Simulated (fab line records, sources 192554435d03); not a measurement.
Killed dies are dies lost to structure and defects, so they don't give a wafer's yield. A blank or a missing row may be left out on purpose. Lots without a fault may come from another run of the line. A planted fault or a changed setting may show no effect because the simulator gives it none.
Chamber matching | flow n5_finfet | N5_BEOL_M7_PECVD_70 on pecvd-01: 3 sister chambers
The step deposits SiO2 from TEOS/O2, target thk 20 nm, time 22.7 s. 20 wafers are shown with their chamber, then 10 later ones without.

WAFERS WITH THEIR CHAMBER
wafer  | chamber | throttle_valve_pct (%) | showerhead_plenum_p_Torr (Torr) | heater_power_w (W)
L074.2 | 1       | 22.0                   | 8.77                            | 591
L074.3 | 2       | 21.4                   | 8.79                            | 680
L074.4 | 1       | 22.2                   | 8.81                            | 567
L075.1 | 2       | 21.4                   | 8.76                            | 696
L075.4 | 2       | 21.3                   | 8.75                            | 711
L075.5 | 0       | 23.8                   | 8.82                            | 715
L078.1 | 1       | 21.9                   | 8.81                            | 685
L078.4 | 1       | 22.2                   | 8.81                            | 678
L078.5 | 2       | 21.4                   | 8.78                            | 589
L080.3 | 2       | 21.6                   | 8.75                            | 631
L080.4 | 2       | 21.3                   | 8.79                            | 642
L080.5 | 0       | 24.0                   | 8.81                            | 670
L082.1 | 2       | 21.5                   | 8.79                            | 689
L082.4 | 0       | 23.7                   | 8.83                            | 710
L082.6 | 1       | 21.9                   | 8.80                            | 649
L088.2 | 0       | 23.9                   | 8.84                            | 786
L088.5 | 1       | 22.2                   | 8.79                            | 594
L088.6 | 0       | 23.9                   | 8.83                            | 789
L091.1 | 0       | 23.7                   | 8.84                            | 665
L091.2 | 2       | 21.7                   | 8.76                            | 689

SIGNATURES (means of the wafers above)
reading                  | chamber 0 | chamber 1 | chamber 2 | scatter within a chamber
throttle_valve_pct       | 23.833    | 22.067    | 21.450    | 0.139
showerhead_plenum_p_Torr | 8.8283    | 8.7983    | 8.7713    | 0.0158
heater_power_w           | 722.50    | 627.33    | 665.88    | 47.9
Rule: a wafer's distance from a chamber is the root of the sum, over the readings, of the square of ((its reading less the chamber's mean) divided by the reading's scatter). The wafer belongs to the nearest chamber; if the next one is less than 2 further off, it can't be placed. The scatter: the root of (the sum of the squares of (reading less its chamber's mean) over the shown wafers, divided by (wafers less chambers)).

WAFERS WITHOUT THEIR CHAMBER
wafer  | throttle_valve_pct (%) | showerhead_plenum_p_Torr (Torr) | heater_power_w (W)
L091.3 | 21.9                   | 8.79                            | 586
L092.2 | 23.6                   | 8.82                            | 717
L092.4 | 21.8                   | 8.78                            | 721
L092.5 | 23.8                   | 8.82                            | 724
L095.2 | 22.0                   | 8.82                            | 646
L095.4 | 23.7                   | 8.84                            | 710
L095.5 | 23.5                   | 8.85                            | 702
L097.3 | 23.8                   | 8.82                            | 761
L097.4 | 22.2                   | 8.80                            | 618
L097.6 | 23.6                   | 8.81                            | 754

WHICH CHAMBER EACH WENT THROUGH
wafer  | from the rows above     | in truth
L091.3 | 1                       | 1
L092.2 | 0                       | 0
L092.4 | can't be placed: 2 or 1 | 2
L092.5 | 0                       | 0
L095.2 | 1                       | 1
L095.4 | 0                       | 0
L095.5 | 0                       | 0
L097.3 | 0                       | 0
L097.4 | 1                       | 1
L097.6 | 0                       | 0
Placed correctly: 9 of 10. Can't be placed from these rows: 1 (the true chamber is among the candidates in 1). Placed wrongly: 0.
